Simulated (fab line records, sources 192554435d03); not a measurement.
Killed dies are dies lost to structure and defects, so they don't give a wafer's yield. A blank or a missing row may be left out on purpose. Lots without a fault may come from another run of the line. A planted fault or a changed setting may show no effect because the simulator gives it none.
Chamber matching | flow n5_finfet | N5_BEOL_M2_DESCUM_33 on rie_diel-01: 4 sister chambers
The step chemistry O2, time 7 s. 8 wafers are shown with their chamber, then 7 later ones without.

WAFERS WITH THEIR CHAMBER
wafer  | chamber | throttle_valve_pct (%) | drypump_motor_current_A (A)
L076.4 | 3       | 20.57                  | 5.5
L079.4 | 2       | 20.40                  | 6.3
L079.6 | 0       | 20.15                  | 5.3
L081.1 | 1       | 20.87                  | 6.0
L081.2 | 3       | 20.60                  | 5.5
L081.3 | 0       | 20.17                  | 5.2
L082.2 | 1       | 20.88                  | 6.0
L082.4 | 2       | 20.40                  | 6.3

WAFERS WITHOUT THEIR CHAMBER
wafer  | throttle_valve_pct (%) | drypump_motor_current_A (A)
L082.6 | 20.60                  | 5.5
L089.4 | 20.63                  | 5.5
L089.5 | 20.63                  | 5.5
L089.6 | 20.19                  | 5.2
L094.2 | 20.20                  | 5.2
L094.4 | 20.92                  | 6.0
L094.5 | 20.64                  | 5.5

WHICH CHAMBER EACH WENT THROUGH
wafer  | from the rows above | in truth
L082.6 | 3                   | 3
L089.4 | 3                   | 3
L089.5 | 3                   | 3
L089.6 | 0                   | 0
L094.2 | 0                   | 0
L094.4 | 1                   | 1
L094.5 | 3                   | 3
Placed correctly: 7 of 7. Can't be placed from these rows: 0. Placed wrongly: 0.
How it was worked out, from the rows above alone: a wafer's distance from a chamber is the root of the sum, over the readings, of the square of ((its reading less the chamber's mean) divided by the reading's scatter). The wafer belongs to the nearest chamber; if the next one is less than 2 further off, it can't be placed. A chamber's mean is the mean of its shown wafers. The scatter: the root of (the sum of the squares of (reading less its chamber's mean) over the shown wafers, divided by (wafers less chambers)).
